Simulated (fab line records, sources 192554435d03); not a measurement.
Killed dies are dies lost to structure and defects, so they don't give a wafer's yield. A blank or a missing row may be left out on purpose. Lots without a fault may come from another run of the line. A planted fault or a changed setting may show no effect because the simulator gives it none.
Problem report in the 8D (eight disciplines) form, filled by code | flow n5_finfet | the parts of the form that need people (team, actions taken, sign-off) are left out

1. THE PROBLEM
time_to_endpoint_s at N5_BEOL_M6_CMP_52 reads a mean of 31.6 s on 5 wafers of 3 lots; wafers without a fault read 61.3 s with a standard deviation of 2.1. That is -14 standard deviations from the usual mean.
The step: polishes, stops on SiCOH lowk, t overpolish 6.9 s, target thk 80 nm.
First seen on wafer L337.4, day 9 22:23, on cmp-03. The record holds 33 wafers of 11 lots with a number at this step. Rule for "out", or "out of limits": more than 4 standard deviations from the usual mean. The other wafers with a number count as sound.

2. WHAT IT IS AND WHAT IT IS NOT
question                    | is                                     | is not
which readings at this step | time_to_endpoint_s                     | motor_current_A
which lots                  | L337, L339, L340                       | L332, L333, L338, L350, L351, L352, L354, L355
which wafers of those lots  | L337.2, L337.4, L339.2, L339.6, L340.4 | L337.5, L339.3, L340.3, L340.5
read on which tools         | cmp-03, cmp-04                         | cmp-02
when                        | from day 9 22:23                       | up to then (10 sound wafers); but 18 sound wafers of L339, L340, L350, L351, L352, L354, L355 came after

3. SUSPECTS, AND WHAT RULES EACH OUT
Counting: a tool at a process step up to the reading stays a suspect if it ran every lot that is out. Sound lots after the first of them don't rule it out here, since some wafers of a struck lot are sound.
- ecd_cu-02 at N5_BEOL_M6_ECD_50 (material Cu, target thk 300 nm): kept. It ran every lot that is out, first L337 (day 9 21:57); its last sound lot up to then is L338 (day 9 19:18).
Left after counting: ecd_cu-02 at N5_BEOL_M6_ECD_50.

4. THE CAUSE (what the simulator had put in)
Process parameter drift: ecd_cu-02, from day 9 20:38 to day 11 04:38, at N5_BEOL_M6_ECD_50. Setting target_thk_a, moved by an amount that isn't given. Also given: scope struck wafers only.
Counting left only this tool.

5. THE CHAIN OF EFFECTS, in route order
Each row: a reading whose mean over the struck wafers that have a number lies more than 3 standard deviations from the usual. Only readings for which the record gives a usual standard deviation are gone through. hours: the time from each lot's start at the first step in this table that gives one to its start at this step, as a median over the lots. sigmas: the change in usual standard deviations.
hours | step              | reading            | usual  | on struck wafers | change | sigmas
0     | N5_BEOL_M6_CMP_52 | time_to_endpoint_s | 61.3 s | 31.6             | -29.7  | -14
The process steps in it:
- N5_BEOL_M6_CMP_52: polishes, stops on SiCOH lowk, t overpolish 6.9 s, target thk 80 nm.

6. WHAT WOULD HAVE CAUGHT IT SOONER
In this record the first reading out of limits was taken at day 9 22:23, 2 hours after the fault began at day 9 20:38.
Of the lots that are out (3), L339, L340 began N5_BEOL_M6_ECD_50 on ecd_cu-02 after day 9 22:23. A hold on the tool at that time would have spared those 2.
